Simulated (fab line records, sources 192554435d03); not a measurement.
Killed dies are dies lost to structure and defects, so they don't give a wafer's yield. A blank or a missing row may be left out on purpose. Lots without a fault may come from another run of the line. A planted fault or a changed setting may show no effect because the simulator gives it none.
Which tool did it? | flow n5_finfet | 9 lots, 25 wafers sampled, at 6 steps of a route of 1938

WHAT THE GAUGES READ, wafer by wafer
N5_BEOL_M3_CD_MEAS_28: target cd 25.7 nm, target cd y 23.3 nm. Usual: cd_nm 25.74 nm, standard deviation 0.25.
lot  | measured     | on        | cd_nm (nm)        | flag
L153 | day 7 08:59  | cd_sem-03 | 26.03 26.27 25.94 |
L157 | day 7 19:17  | cd_sem-02 | 25.83 26.02 25.60 |
L158 | day 8 13:29  | cd_sem-03 | 25.26 25.57 20.94 | OFF
L159 | day 8 23:01  | cd_sem-01 | 25.61 25.74 21.30 | OFF
L161 | day 9 02:07  | cd_sem-03 | 26.00 25.97 20.79 | OFF
L169 | day 11 13:26 | cd_sem-01 | 26.06 25.50 25.69 |
L173 | day 12 17:52 | cd_sem-01 | 25.80 25.75 25.54 |
L170 | day 12 18:27 | cd_sem-02 | 25.51 25.53       |
L175 | day 12 21:14 | cd_sem-01 | 25.45 25.87       |

N5_BEOL_M3_OVL_MEAS_29. Usual: V2_OVL 0.0 nm, standard deviation 0.73.
lot  | measured     | on         | V2_OVL (nm)    | flag
L153 | day 7 09:01  | overlay-02 | -0.6 0.3 -0.1  |
L157 | day 7 19:19  | overlay-02 | 0.4 0.0 -0.2   |
L158 | day 8 13:31  | overlay-01 | 0.9 1.0 -1.2   |
L159 | day 8 23:04  | overlay-02 | -0.1 -0.7 -0.3 |
L161 | day 9 02:08  | overlay-02 | 0.0 0.8 0.1    |
L169 | day 11 13:29 | overlay-01 | -0.6 0.0 -0.3  |
L173 | day 12 17:53 | overlay-02 | 0.2 0.4 0.3    |
L170 | day 12 18:29 | overlay-02 | -0.4 0.5       |
L175 | day 12 21:16 | overlay-02 | -1.7 -1.7      |

N5_BEOL_M4_RC_MEAS_101. Usual: CHAIN_V2 227 ohm/link, standard deviation 8.9; CHAIN_V2_max_site 236 ohm/link, standard deviation 10; DIBL_N 37.2 mV/V, standard deviation 2.1; DIBL_P 37.3 mV/V, standard deviation 2.3; IOFF_N 0.18 nA/um, standard deviation 0.041; IOFF_P 0.24 nA/um, standard deviation 0.042; ION_N 680 uA/um, standard deviation 13; ION_P 466 uA/um, standard deviation 7.7; SS_N 71.8 mV/dec, standard deviation 0.68; SS_P 73.5 mV/dec, standard deviation 0.66; VT_N 249 mV, standard deviation 3.6; VT_P -248 mV, standard deviation 3.4.
lot  | measured     | on        | CHAIN_V2 (ohm/link) | CHAIN_V2_max_site (ohm/link) | DIBL_N (mV/V)  | DIBL_P (mV/V)  | IOFF_N (nA/um) | IOFF_P (nA/um) | ION_N (uA/um) | ION_P (uA/um) | SS_N (mV/dec)  | SS_P (mV/dec)  | VT_N (mV)   | VT_P (mV)      | flag
L153 | day 8 08:06  | prober-02 | 229 229 246         | 235 237 254                  | 36.9 36.9 37.2 | 36.3 36.9 37.8 | 0.16 0.16 0.18 | 0.22 0.22 0.23 | 673 670 678   | 467 467 466   | 71.0 71.6 71.7 | 72.9 73.0 73.3 | 248 247 249 | -250 -248 -248 |
L157 | day 9 10:15  | prober-02 | 248 242 237         | 257 251 248                  | 37.4 38.0 35.2 | 34.9 36.7 31.8 | 0.14 0.16 0.11 | 0.19 0.21 0.15 | 667 666 652   | 458 458 450   | 71.9 71.9 70.9 | 73.1 73.1 71.9 | 251 249 257 | -251 -251 -256 |
L158 | day 9 13:08  | prober-02 | 222 226 360         | 231 241 384                  | 39.4 35.0 35.1 | 39.2 33.6 34.5 | 0.25 0.14 0.15 | 0.30 0.21 0.23 | 694 656 679   | 472 460 471   | 72.9 71.2 70.9 | 73.9 72.8 73.0 | 243 252 248 | -246 -249 -248 | OFF
L159 | day 9 18:03  | prober-02 | 222 238 354         | 231 250 370                  | 34.4 35.4 35.9 | 33.7 35.4 35.8 | 0.13 0.14 0.15 | 0.19 0.21 0.22 | 676 668 673   | 468 460 464   | 71.2 71.7 71.1 | 73.0 72.4 73.9 | 254 252 248 | -252 -248 -246 | OFF
L161 | day 9 19:36  | prober-01 | 212 235             | 218 242                      | 34.2 36.8      | 34.9 37.7      | 0.13 0.17      | 0.18 0.24      | 669 677       | 460 465       | 71.1 71.3      | 72.9 73.5      | 252 246     | -253 -247      |
L169 | day 12 07:14 | prober-02 | 230 240 214         | 239 254 222                  | 34.8 36.9 35.8 | 34.9 38.3 37.3 | 0.13 0.16 0.15 | 0.19 0.25 0.23 | 678 687 685   | 467 475 470   | 71.0 71.2 71.2 | 72.9 73.7 72.9 | 255 251 252 | -248 -245 -249 |
L173 | day 14 01:07 | prober-02 | 230 232 225         | 238 237 228                  | 38.3 37.0 36.4 | 36.8 34.8 35.6 | 0.17 0.15 0.15 | 0.22 0.20 0.21 | 676 687 677   | 462 465 474   | 71.4 71.8 71.5 | 73.8 72.7 73.0 | 248 250 250 | -248 -249 -249 |
L170 | day 13 17:26 | prober-01 | 237 240             | 249 248                      | 39.4 39.5      | 40.3 40.7      | 0.22 0.21      | 0.30 0.31      | 684 675       | 479 470       | 73.5 72.4      | 74.3 74.2      | 247 250     | -246 -244      |
L175 | day 14 20:22 | prober-01 | 213 226             | 222 234                      | 33.0 34.9      | 34.6 36.7      | 0.12 0.14      | 0.19 0.23      | 675 666       | 472 466       | 70.5 71.6      | 72.3 72.7      | 250 252     | -252 -248      |

WHICH TOOL RAN EACH LOT (tool, then ch and the chambers of the sampled wafers, then the start)
lot  | N5_BEOL_M3_EXPOSE_25              | N5_BEOL_M3_DESCUM_33               | N5_BEOL_M3_ETCH_77
L153 | euv_scanner-02 ch 0, day 7 08:50  | rie_diel-03 ch 2,3, day 7 09:07    | rie_diel-03 ch 2,3, day 7 09:09
L157 | euv_scanner-01 ch 0, day 7 19:08  | rie_diel-02 ch 0,1,3, day 7 19:25  | rie_diel-02 ch 0,1,3, day 7 19:26
L158 | euv_scanner-02 ch 0, day 8 13:21  | rie_diel-03 ch 2,3, day 8 13:36    | rie_diel-03 ch 2,3, day 8 13:38
L159 | euv_scanner-02 ch 0, day 8 22:53  | rie_diel-01 ch 0,2,3, day 8 23:08  | rie_diel-01 ch 0,2,3, day 8 23:10
L161 | euv_scanner-02 ch 0, day 9 01:58  | rie_diel-01 ch 1,2, day 9 02:14    | rie_diel-01 ch 1,2, day 9 02:16
L169 | euv_scanner-02 ch 0, day 11 13:19 | rie_diel-02 ch 0,1,2, day 11 13:34 | rie_diel-02 ch 0,1,2, day 11 13:36
L173 | euv_scanner-02 ch 0, day 12 17:43 | rie_diel-02 ch 1,2,3, day 12 17:59 | rie_diel-02 ch 1,2,3, day 12 18:01
L170 | euv_scanner-02 ch 0, day 12 18:19 | rie_diel-03 ch 2,3, day 12 18:34   | rie_diel-03 ch 2,3, day 12 18:37
L175 | euv_scanner-02 ch 0, day 12 21:06 | rie_diel-02 ch 0,1, day 12 21:22   | rie_diel-02 ch 0,1, day 12 21:24
- N5_BEOL_M3_EXPOSE_25: exposes mask V2, defocus 5 nm.
- N5_BEOL_M3_DESCUM_33: chemistry O2, time 7 s.
- N5_BEOL_M3_ETCH_77: etches underlayer in N2/H2, target depth 6.5 nm, time 5.2 s.

WHAT THE TOOLS THEMSELVES READ (means of the sampled wafers that have a number; where no wafer has one, the mark that the record gives instead)
N5_BEOL_M3_DESCUM_33. Usual: bias_power_w 20.00 W, standard deviation 0.054; drypump_motor_current_A 5.8 A, standard deviation 0.48; oes_product_au 0.82 a.u., standard deviation 0.09; rf_fwd_power_W 49.41 W, standard deviation 0.24; rf_vpp_V 243.2 V, standard deviation 1.4; showerhead_plenum_p_Torr 2.09 Torr, standard deviation 0.071; throttle_valve_pct 20.29 %, standard deviation 0.26.
lot  | tool        | bias_power_w (W) | drypump_motor_current_A (A) | oes_product_au (a.u.) | rf_fwd_power_W (W) | rf_vpp_V (V) | showerhead_plenum_p_Torr (Torr) | throttle_valve_pct (%) | flag
L153 | rie_diel-03 | 20.03            | 6.1                         | 0.82                  | 49.94              | 243.9        | 2.11                            | 20.21                  |
L157 | rie_diel-02 | 20.04            | 5.7                         | 0.78                  | 49.28              | 242.0        | 2.01                            | 20.52                  |
L158 | rie_diel-03 | 20.01            | 6.4                         | 0.86                  | 49.50              | 242.7        | 2.13                            | 20.20                  |
L159 | rie_diel-01 | 20.05            | 5.8                         | 0.88                  | 49.52              | 243.4        | 2.10                            | 20.12                  |
L161 | rie_diel-01 | 19.97            | 5.7                         | 0.87                  | 49.16              | 245.0        | 2.16                            | 20.15                  |
L169 | rie_diel-02 | 19.99            | 5.7                         | 0.84                  | 49.37              | 241.7        | 2.02                            | 20.46                  |
L173 | rie_diel-02 | 20.07            | 5.9                         | 0.75                  | 49.34              | 242.1        | 1.99                            | 20.59                  |
L170 | rie_diel-03 | 20.04            | 6.2                         | 0.78                  | 49.59              | 244.8        | 2.10                            | 20.25                  |
L175 | rie_diel-02 | 20.00            | 5.4                         | 0.79                  | 49.28              | 241.7        | 2.00                            | 20.54                  |

N5_BEOL_M3_ETCH_77. Usual: drypump_motor_current_A 5.8 A, standard deviation 0.48; etch_rf_on_time_s 5.13 s, standard deviation 0.1; oes_product_au 0.70 a.u., standard deviation 0.079; rf_fwd_power_W 818.9 W, standard deviation 2.2; rf_vpp_V 523.6 V, standard deviation 2.5; showerhead_plenum_p_Torr 2.54 Torr, standard deviation 0.088; throttle_valve_pct 17.7 %, standard deviation 0.32.
lot  | tool        | drypump_motor_current_A (A) | etch_rf_on_time_s (s) | oes_product_au (a.u.) | rf_fwd_power_W (W) | rf_vpp_V (V) | showerhead_plenum_p_Torr (Torr) | throttle_valve_pct (%) | flag
L153 | rie_diel-03 | 6.1                         | 5.11                  | 0.70                  | 821.6              | 523.8        | 2.57                            | 17.6                   |
L157 | rie_diel-02 | 5.7                         | 5.16                  | 0.67                  | 817.6              | 521.1        | 2.44                            | 18.0                   |
L158 | rie_diel-03 | 6.4                         | 5.03                  | 0.73                  | 820.3              | 525.5        | 2.58                            | 17.6                   |
L159 | rie_diel-01 | 5.9                         | 5.16                  | 0.75                  | 818.9              | 524.5        | 2.55                            | 17.5                   |
L161 | rie_diel-01 | 5.7                         | 5.13                  | 0.74                  | 817.6              | 525.9        | 2.64                            | 17.7                   |
L169 | rie_diel-02 | 5.7                         | 5.15                  | 0.71                  | 819.3              | 521.6        | 2.46                            | 17.9                   |
L173 | rie_diel-02 | 5.9                         | 5.24                  | 0.64                  | 819.4              | 519.6        | 2.43                            | 18.1                   |
L170 | rie_diel-03 | 6.2                         | 5.11                  | 0.68                  | 819.1              | 522.5        | 2.56                            | 17.7                   |
L175 | rie_diel-02 | 5.4                         | 5.10                  | 0.68                  | 819.8              | 521.6        | 2.44                            | 18.0                   |

THE ANSWER, worked out from the rows above alone
Rule: a lot is off if the mean of its wafers that have a number lies more than 3 standard deviations from the usual mean. A lot without any number at a reading at which 4 lots or more have one is off too. The other lots that the step has rows for count as sound. The gauges are gone through in route order, then the tools' own readings, and for those a lot's mean is taken as printed above. The first step at which some lot is off is used, and at that step the reading that is off furthest; a lot without a number counts as furthest.
Off: L158, L159, L161, at N5_BEOL_M3_CD_MEAS_28 (cd_nm).
A tool fits if, at a process step before that reading, it ran every lot that is off, and no sound lot after the first of them. The gauges at N5_BEOL_M3_CD_MEAS_28 are tried like those tools. None of those tried fits.

WHAT THE SIMULATOR HAD PUT IN
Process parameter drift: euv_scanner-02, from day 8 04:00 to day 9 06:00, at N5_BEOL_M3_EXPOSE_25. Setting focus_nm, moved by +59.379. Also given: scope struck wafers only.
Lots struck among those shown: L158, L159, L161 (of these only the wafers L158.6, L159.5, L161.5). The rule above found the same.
